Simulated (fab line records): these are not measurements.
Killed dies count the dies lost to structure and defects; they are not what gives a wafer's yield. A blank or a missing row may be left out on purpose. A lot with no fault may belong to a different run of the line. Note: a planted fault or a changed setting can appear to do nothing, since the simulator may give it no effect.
Problem report, 8D (eight disciplines) form, completed by code | flow nand_harc | the parts of the form that need people (team, actions taken, sign-off) are left out

## 1. PROBLEM STATEMENT
At NHARC_END_SORT_01, killed_at_array averages 672 over 2 wafers from 2 lots, while fault-free wafers read 59, standard deviation 17. That is +36 standard deviations from the usual mean.
First seen on wafer L980.2, day 32 01:10, on prober-01. The record has a number at this step for 12 wafers belonging to 4 lots. The rule behind "out" and "out of limits": a value lying over 4 standard deviations away from the usual mean. The other wafers with a number count as sound.

## 2. WHAT THIS IS AND IS NOT
question                    | is                                                 | is not
which readings at this step | killed_at_array, defect_limited_yield, killed_dies | killed_at_other, killed_at_periphery, killed_open, killed_short
which lots                  | L980, L983                                         | L967, L973
which wafers of those lots  | L980.2, L983.4                                     | L980.1, L980.3, L983.2, L983.3
read on which gauges        | prober-01, prober-02                               | -
when                        | from day 32 01:10                                  | up to then (7 sound wafers); but 3 sound wafers of L980, L983 came after

## 3. THE SUSPECTS, EACH WITH WHAT RULES IT OUT
Counting: a tool at a process step up to the reading stays a suspect if it ran every lot that is out. Sound lots after the first of them don't rule it out here, since some wafers of a struck lot are sound.
- the gauge at NHARC_END_SORT_01 has been ruled out. Those wafers that are out were read across 2 gauges (prober-01, prober-02).
- rie_diel-06 at NHARC_A_BONDPAD_ETCH_12 (etches the open film in CHF3/O2, target depth 220 nm, time 110 s): kept. It ran every lot that is out, first L980 (day 30 16:25). Out on those wafers are its own readings of oes_product_au, rf_fwd_power_W.
- In rie_diel-06 at NHARC_A_BONDPAD_ETCH_12, the wafers that are out were processed in chamber 0 and their sound lot-mates in chambers 2, 3.
Left after counting: rie_diel-06 at NHARC_A_BONDPAD_ETCH_12.

## 4. THE CAUSE (what the simulator had put in)
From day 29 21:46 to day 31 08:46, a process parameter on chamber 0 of rie_diel-06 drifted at NHARC_A_BONDPAD_ETCH_12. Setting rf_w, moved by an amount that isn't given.
Counting left only this tool.

## 5. THE CHAIN OF EFFECTS, in route order
Each row: a reading where the mean over the struck wafers with a number is more than 3 standard deviations away from the usual. Readings are gone through only where the record gives a usual standard deviation; hours: the median, over the lots, of the time from a lot's start at the first step in this table giving one to that lot's start at this step; sigmas: the change measured in usual standard deviations.
hours | step                    | reading              | usual      | on struck wafers | change | sigmas
0     | NHARC_A_BONDPAD_ETCH_12 | oes_product_au       | 0.944 a.u. | 0.718            | -0.226 | -11
0     | NHARC_A_BONDPAD_ETCH_12 | rf_fwd_power_W       | 496.9 W    | 298.9            | -198.0 | -99 or more
32    | NHARC_END_SORT_01       | defect_limited_yield | 90.7 %     | 0.0              | -90.7  | -35
32    | NHARC_END_SORT_01       | killed_at_array      | 59         | 672              | +613   | +36
32    | NHARC_END_SORT_01       | killed_dies          | 63         | 677              | +614   | +34
Process steps it contains:
- NHARC_A_BONDPAD_ETCH_12: etches the open film in CHF3/O2, target depth 220 nm, time 110 s.

## 6. HOW IT WOULD HAVE BEEN CAUGHT EARLIER
51 hours passed between the start of the fault at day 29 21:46 and the first reading out of limits at a measuring or inspecting step in this record, taken at day 32 01:10.
At NHARC_A_BONDPAD_ETCH_12, the tool's own readings (oes_product_au, rf_fwd_power_W) were out on each struck wafer the step has a row for, so an alarm limit on them would have fired on the first such wafer.
By day 32 01:10 the whole set of lots that are out, 2 in number, had already begun NHARC_A_BONDPAD_ETCH_12 on rie_diel-06. Holding the tool at that point would not have protected any of them.
